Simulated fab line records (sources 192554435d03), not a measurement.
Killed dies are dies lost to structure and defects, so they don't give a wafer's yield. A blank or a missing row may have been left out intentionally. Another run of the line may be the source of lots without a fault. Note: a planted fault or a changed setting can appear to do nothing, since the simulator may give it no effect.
Split-lot experiment | flow n5 finfet | 7 lots, 39 wafers read, on a route of 1938 steps

== ABOUT THE SPLIT ==
At N5_PASSIVATION_ETCH_54 (etches SiO2 in CHF3/O2, target depth 880 nm, time 440 s), the setting time s was moved away from the recipe's 440 s on 9 of the 39 wafers read, by -44.9% to +37.3%. The other wafers ran this setting at the recipe's value.

Reading taken at the split's own step.

== THE READING ==
PASSIVATION.feature depth nm (the simulator's own value, which no gauge read), in nm, at N5_PASSIVATION_ETCH_54 (etches SiO2 in CHF3/O2, target depth 880 nm, time 440 s). The file gives no usual value for it. The 30 wafers here that ran the recipe average 876.1 nm, standard deviation 11 nm.

wafer  | tool, chamber at the split | time s as run, s | against the recipe | PASSIVATION.feature depth nm, nm | against lot-mates on the recipe
L081.1 | rie diel-04, 0             | 440              | recipe             | 893                              | -
L081.2 | rie diel-04, 1             | 440              | recipe             | 888.4                            | -
L081.3 | rie diel-04, 2             | 440              | recipe             | 875.4                            | -
L081.4 | rie diel-04, 3             | 440              | recipe             | 871.6                            | -
L081.5 | rie diel-04, 2             | 440              | recipe             | 867.4                            | -
L081.6 | rie diel-04, 1             | 440              | recipe             | 879.6                            | -
L083.2 | rie diel-01, 1             | 440              | recipe             | 898.8                            | -
L083.5 | rie diel-01, 0             | 440              | recipe             | 870.2                            | -
L083.6 | rie diel-01, 1             | 440              | recipe             | 897.2                            | -
L085.1 | rie diel-04, 0             | 541.6            | +23.1%             | 1090                             | +225.6
L085.2 | rie diel-04, 2             | 440              | recipe             | 865.4                            | -
L085.3 | rie diel-04, 3             | 541.6            | +23.1%             | 1070                             | +205.6
L085.4 | rie diel-04, 0             | 541.6            | +23.1%             | 1091                             | +226.6
L085.5 | rie diel-04, 2             | 440              | recipe             | 857.2                            | -
L085.6 | rie diel-04, 3             | 440              | recipe             | 870.6                            | -
L091.1 | rie diel-04, 0             | 440              | recipe             | 883.4                            | -
L091.2 | rie diel-04, 3             | 440              | recipe             | 873                              | -
L091.3 | rie diel-04, 2             | 440              | recipe             | 886                              | -
L091.4 | rie diel-04, 1             | 440              | recipe             | 873.2                            | -
L091.5 | rie diel-04, 2             | 440              | recipe             | 882.2                            | -
L091.6 | rie diel-04, 3             | 440              | recipe             | 872.6                            | -
L092.1 | rie diel-03, 1             | 604.2            | +37.3%             | 1213                             | +337.5
L092.2 | rie diel-03, 0             | 440              | recipe             | 885.2                            | -
L092.3 | rie diel-03, 2             | 604.2            | +37.3%             | 1190                             | +314.5
L092.4 | rie diel-03, 2             | 440              | recipe             | 860.8                            | -
L092.5 | rie diel-03, 1             | 604.2            | +37.3%             | 1212                             | +336.5
L092.6 | rie diel-03, 0             | 440              | recipe             | 880.4                            | -
L093.1 | rie diel-01, 1             | 440              | recipe             | 877                              | -
L093.2 | rie diel-01, 2             | 242.3            | -44.9%             | 477.8                            | -397.1
L093.3 | rie diel-01, 3             | 440              | recipe             | 880.8                            | -
L093.4 | rie diel-01, 0             | 242.3            | -44.9%             | 474                              | -400.9
L093.5 | rie diel-01, 1             | 242.3            | -44.9%             | 484.8                            | -390.1
L093.6 | rie diel-01, 2             | 440              | recipe             | 866.8                            | -
L096.1 | rie diel-01, 1             | 440              | recipe             | 881.6                            | -
L096.2 | rie diel-01, 2             | 440              | recipe             | 868.2                            | -
L096.3 | rie diel-01, 3             | 440              | recipe             | 883.2                            | -
L096.4 | rie diel-01, 0             | 440              | recipe             | 855.8                            | -
L096.5 | rie diel-01, 3             | 440              | recipe             | 882                              | -
L096.6 | rie diel-01, 0             | 440              | recipe             | 856.6                            | -

THE FIT
A straight line over all 39 wafers: PASSIVATION.feature depth nm changes by +8.85 nm for each +1% of time s; r = +1.00; the points scatter about the line by 11 nm.
The same after taking each lot's own level away (the mean of its wafers on the recipe; 39 wafers): +8.91 nm for each +1%; r = +1.00; scatter 10 nm.
Per that fit: largest time s move, reading shift of 4e+02 nm.
Measured against the standard deviation above, the lots' own levels, which go from 864.40 to 888.73 nm, span 2.2 times it.
Hence the lot-to-lot level has little effect on the slope; both slopes agree.
Check: for one of the wafers moved furthest among these (-44.9%), held out of the fit, the line's prediction against its lot-mates is -400 nm. It came out at -397 nm against them.

== FURTHER SPLITS ON THESE WAFERS ==
These wafers also went through other splits before the reading. Each is held against what the fit with the lots' levels taken away leaves over:
other split on the same wafers     | wafers away from the commonest value | r with PASSIVATION.feature depth nm (lot level and that fit taken away)
N5_BEOL_M9_TRENCH_ETCH_37 time s   | 15                                   | -0.18
N5_BEOL_M11_CURE_72 time s         | 18                                   | +0.08
N5_BEOL_M12_ETCH_68 target depth a | 9                                    | +0.04
N5_BEOL_M15_SPUTTER_44 time s      | 18                                   | -0.26

== THE WHOLE CHAIN: every reading that the file lists as answering this split, in the file's order ==
step                   | what it does                                            | reading                                                                       | change (the file's fit)              | r (the file's)
N5_PASSIVATION_ETCH_54 | etches SiO2 in CHF3/O2, target depth 880 nm, time 440 s | etch.depth nm (the simulator's own value, which no gauge read)                | +8.91 nm for each +1% of the setting | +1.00
N5_PASSIVATION_ETCH_54 | etches SiO2 in CHF3/O2, target depth 880 nm, time 440 s | PASSIVATION.feature depth nm (the simulator's own value, which no gauge read) | +8.91 nm for each +1% of the setting | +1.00

== THE FILE'S OWN FIT ==
PASSIVATION.feature depth nm changes by +8.91 nm for each +1% of time s, r = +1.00.
